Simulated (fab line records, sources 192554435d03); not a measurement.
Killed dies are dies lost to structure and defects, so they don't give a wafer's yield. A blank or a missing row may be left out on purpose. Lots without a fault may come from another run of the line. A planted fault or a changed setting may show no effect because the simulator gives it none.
A struck lot beside a sound one | flow n5_finfet | 36 steps out of a route of 1938
Sound: wafers L177.1, L177.5, L177.6. Struck: wafers L166.2, L166.3, L166.6. The cause comes at the end.
At each step with rows: each side's tool, then ch and its chambers, then its first start. Under that, the readings that differ: sound wafers | struck wafers | difference of the means | sigmas: that difference in standard deviations of wafers without a fault.
alike: readings whose means differ by less than 2 such deviations, and words and numbers that are the same on both sides. not compared: withheld readings, readings that some wafer has no value for, bounds like >300 that may hide the same value, and numbers for which the record gives no deviation and whose values overlap.
The two part at a step that has a row with sigmas, a row that says differs or no value, or rows on one side only. Numbers that don't overlap but have no deviation are shown without sigmas and don't part them. A reading that every wafer of one side lacks parts them only if that side has two wafers or more.

first, 12 steps without rows for these wafers: N5_SD_EPI_P_STRIP_38 (strips in N2/H2); N5_SD_EPI_P_ETCHBACK_46 (etches SiNx in CH3F/O2, stops on SiO2, target depth 17.5 nm); N5_SD_EPI_P_ETCH_47 (etches SiOCN in CH3F/O2, target depth 25 nm); N5_SD_EPI_P_ETCH_16 (etches SiO2 in CHF3/O2, target depth 5 nm); N5_SD_EPI_P_STRIP_50 (strips in CHF3/O2); N5_SD_EPI_P_SD_RECESS_17 (chemistry HBr/Cl2/O2, target depth 39.1 nm, bt time 3 s); N5_SD_EPI_P_WET_ETCH_45 (etches SiO2 in dHF, time 10.7 s, target depth 2 nm, rinse time 30 s); N5_SD_EPI_P_STRIP_40 (strips in N2/H2); N5_SD_EPI_P_PRECLEAN_52 (cleans in O3/DIW, time 60 s); N5_SD_EPI_P_SRD_20 (time 30 s); N5_SD_EPI_P_PRECLEAN_51 (cleans in NF3:NH3, afs cycles 1, time 20 s, sublimation time 60 s); N5_SD_EPI_P_VAPOR_ETCH_44 (etches SiGe30 in NF3/Ar, time 3.3 s).
N5_SD_EPI_P_EPI_21: deposits SiGe:B, time 355 s.
  sound on epi_rpcvd-02 ch 0, day 8 06:02; struck on epi_rpcvd-01 ch 0, day 5 13:17
then, 8 steps without rows for these wafers: N5_SD_EPI_P_HM_STRIP_48 (strips SiNx in H3PO4, material SiNx, target depth 3 nm); N5_SD_EPI_P_SRD_49 (time 30 s); N5_SD_EPI_P_PRECLEAN_24 (cleans in O3/DIW, time 45 s); N5_SD_EPI_P_PRECLEAN_32 (cleans in dHF, time 10 s); N5_SD_EPI_P_PRECLEAN_33 (cleans in SC2, time 45 s); N5_SD_EPI_P_SRD_25 (time 30 s); N5_SD_ACTIVATION_RTA_00 (time 0 s); N5_SD_ACTIVATION_LSA_01 (time 0.0008 s).
N5_SD_ACTIVATION_RS_MEAS_03: measures by four-point-probe.
  sound on film_metro-01, day 8 08:59; struck on film_metro-01, day 5 15:45
  reading          | sound          | struck            | difference | sigmas
  RS_SD_P (ohm/sq) | 57.4 56.8 57.8 | 155.0 152.8 154.6 | +96.8      | +99 or more
  alike: RS_SD_N
then, 12 steps without rows for these wafers: N5_ILD0_LINER_00 (material SiNx, target thk 4 nm, pulse time 1 s, purge time 2 s); N5_ILD0_FCVD_FILL_01 (material SiO2 flowable, target thk 200 nm, time 328.3 s); N5_ILD0_CURE_02 (time 1800 s); N5_ILD0_CMP_03 (polishes, stops on SiNx, t overpolish 1.9 s, target thk 197.38 nm); N5_ILD0_CMP_07 (polishes SiO2 flowable, stops on poly-Si, t overpolish 1.18 s, target thk 138.88 nm); N5_ILD0_PRECLEAN_10 (cleans in NF3:NH3, afs cycles 5, time 20 s, sublimation time 60 s); N5_ILD0_ALD_15 (deposits SiNx, target thk 24 nm, pulse time 1 s, ald cycles 480); N5_ILD0_CMP_12 (polishes SiNx, stops on poly-Si, t overpolish 6 s, target thk 17.67 nm); N5_SDB_HM_DEP_00 (deposits SiNx from SiH4/NH3/N2, target thk 40 nm, time 35.3 s); N5_SDB_COAT_03 (time 60 s, resist thk 100 nm); N5_SDB_COAT_04 (time 60 s, resist thk 18 nm); N5_SDB_COAT_05 (resist thk 90 nm).
-- the record jumps here: 5 days lie between the struck wafers' starts before and after (it left off in module SDB and takes up again in module BEOL_M4, whose first step shown is number 1111 of the route) --
N5_BEOL_M4_RC_MEAS_101:
  sound on prober-02 ch 0, day 13 16:31; struck on prober-01 ch 0, day 10 06:16
  reading             | sound                | struck               | difference | sigmas
  IOFF_P (nA/um)      | 0.18 0.17 0.20       | 0.10 0.11 0.09       | -0.08      | -2
  IOFF_P_85C (nA/um)  | 3.2 3.0 3.5          | 1.9 2.0 1.8          | -1.3       | -2
  IOFF_P_LIN (nA/um)  | 0.089 0.084 0.096    | 0.058 0.058 0.053    | -0.033     | -2
  ION_P (uA/um)       | 463 448 471          | 389 391 386          | -72        | -9
  RC_DENSE_P (ohm.um) | 24.1 23.9 24.5       | 50.9 49.4 51.8       | +26.5      | +52
  RC_P (ohm.um)       | 19.7 19.6 19.9       | 41.7 39.8 41.9       | +21.4      | +53
  REXT_P (ohm.um)     | 103.2 103.4 104.6    | 197.2 196.8 199.4    | +94.1      | +35
  RS_SD_P (ohm/sq)    | 67.0 67.4 67.6       | 166.8 166.4 168.1    | +99.8      | +91
  VT_P_LVT (mV)       | -100.2 -101.7 -100.2 | -107.8 -108.3 -109.2 | -7.7       | -3
  alike: DIBL_N, DIBL_P, IOFF_N, ION_N, SS_N, SS_P, VT_N, VT_P
-- the record jumps here: 5 days lie between the struck wafers' starts before and after (it left off in module BEOL_M4 and takes up again in module PASSIVATION, whose first step shown is number 1936 of the route) --
N5_PASSIVATION_PROBE_49:
  sound on prober-01, day 17 23:18; struck on prober-02, day 15 02:40
  reading              | sound          | struck            | difference | sigmas
  sort_bin_8_speed (%) | 0 0 0          | 91.10 90.51 90.00 | +90.54     | +99 or more
  sort_n_pass          | 1098 1087 1084 | 0 0 0             | -1090      | -68
  sort_yield_pct (%)   | 93.1 92.1 91.9 | 0 0 0             | -92        | -71
  alike: defect_limited_yield, killed_at_M0_to_M3, killed_at_M4_up, killed_at_contacts, killed_at_front_end, killed_at_other, killed_dies, killed_open, killed_short, sort_bin_5_function, sort_bin_6_memory

WHERE THEY PART
First at N5_SD_ACTIVATION_RS_MEAS_03; last, within this record, at N5_PASSIVATION_PROBE_49.

WHY: what the simulator had put in
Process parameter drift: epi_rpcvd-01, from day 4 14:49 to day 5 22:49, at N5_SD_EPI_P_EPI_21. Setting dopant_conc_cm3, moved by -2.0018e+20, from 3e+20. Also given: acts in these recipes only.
